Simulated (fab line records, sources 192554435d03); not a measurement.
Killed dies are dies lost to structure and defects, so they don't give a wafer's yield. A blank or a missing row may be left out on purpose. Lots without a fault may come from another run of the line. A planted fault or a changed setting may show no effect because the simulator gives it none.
Chamber matching | flow n5_finfet | N5_BEOL_M1_ETCH_77 on rie_diel-05: 4 sister chambers
The step etches underlayer in N2/H2, target depth 6.5 nm, time 5.2 s. 22 wafers are shown with their chamber, then 11 later ones without.

WAFERS WITH THEIR CHAMBER
wafer  | chamber | showerhead_plenum_p_Torr (Torr) | drypump_motor_current_A (A) | throttle_valve_pct (%)
L075.2 | 3       | 2.55                            | 6.3                         | 18.15
L075.3 | 2       | 2.55                            | 5.2                         | 17.77
L075.6 | 3       | 2.55                            | 6.3                         | 18.16
L080.1 | 3       | 2.55                            | 6.3                         | 18.20
L080.2 | 1       | 2.44                            | 5.8                         | 18.14
L080.6 | 1       | 2.44                            | 5.8                         | 18.11
L083.4 | 1       | 2.44                            | 5.8                         | 18.14
L083.5 | 3       | 2.55                            | 6.3                         | 18.18
L083.6 | 0       | 2.67                            | 5.7                         | 17.62
L084.2 | 0       | 2.67                            | 5.7                         | 17.62
L084.4 | 3       | 2.55                            | 6.3                         | 18.18
L084.5 | 2       | 2.54                            | 5.1                         | 17.80
L085.1 | 1       | 2.43                            | 5.7                         | 18.15
L085.3 | 3       | 2.55                            | 6.3                         | 18.18
L085.6 | 0       | 2.67                            | 5.7                         | 17.60
L088.1 | 3       | 2.54                            | 6.3                         | 18.22
L088.5 | 0       | 2.67                            | 5.7                         | 17.64
L088.6 | 3       | 2.54                            | 6.3                         | 18.21
L089.3 | 0       | 2.67                            | 5.7                         | 17.62
L089.4 | 2       | 2.54                            | 5.2                         | 17.81
L089.5 | 0       | 2.67                            | 5.7                         | 17.60
L091.1 | 3       | 2.54                            | 6.3                         | 18.19

SIGNATURES (means of the wafers above)
reading                  | chamber 0 | chamber 1 | chamber 2 | chamber 3 | scatter within a chamber
showerhead_plenum_p_Torr | 2.6700    | 2.4375    | 2.5433    | 2.5467    | 0.00436
drypump_motor_current_A  | 5.700     | 5.775     | 5.167     | 6.300     | 0.0281
throttle_valve_pct       | 17.6167   | 18.1350   | 17.7933   | 18.1856   | 0.0196
Rule: a wafer's distance from a chamber is the root of the sum, over the readings, of the square of ((its reading less the chamber's mean) divided by the reading's scatter). The wafer belongs to the nearest chamber; if the next one is less than 2 further off, it can't be placed. The scatter: the root of (the sum of the squares of (reading less its chamber's mean) over the shown wafers, divided by (wafers less chambers)).

WAFERS WITHOUT THEIR CHAMBER
wafer  | showerhead_plenum_p_Torr (Torr) | drypump_motor_current_A (A) | throttle_valve_pct (%)
L091.2 | 2.43                            | 5.8                         | 18.18
L091.4 | 2.53                            | 5.2                         | 17.80
L094.2 | 2.53                            | 5.2                         | 17.83
L094.3 | 2.54                            | 6.3                         | 18.20
L094.5 | 2.54                            | 6.3                         | 18.20
L096.2 | 2.43                            | 5.8                         | 18.17
L096.3 | 2.54                            | 6.3                         | 18.22
L096.6 | 2.54                            | 6.3                         | 18.22
L097.1 | 2.66                            | 5.7                         | 17.63
L097.3 | 2.54                            | 6.3                         | 18.23
L097.4 | 2.53                            | 5.2                         | 17.83

WHICH CHAMBER EACH WENT THROUGH
wafer  | from the rows above | in truth
L091.2 | 1                   | 1
L091.4 | 2                   | 2
L094.2 | 2                   | 2
L094.3 | 3                   | 3
L094.5 | 3                   | 3
L096.2 | 1                   | 1
L096.3 | 3                   | 3
L096.6 | 3                   | 3
L097.1 | 0                   | 0
L097.3 | 3                   | 3
L097.4 | 2                   | 2
Placed correctly: 11 of 11. Can't be placed from these rows: 0. Placed wrongly: 0.
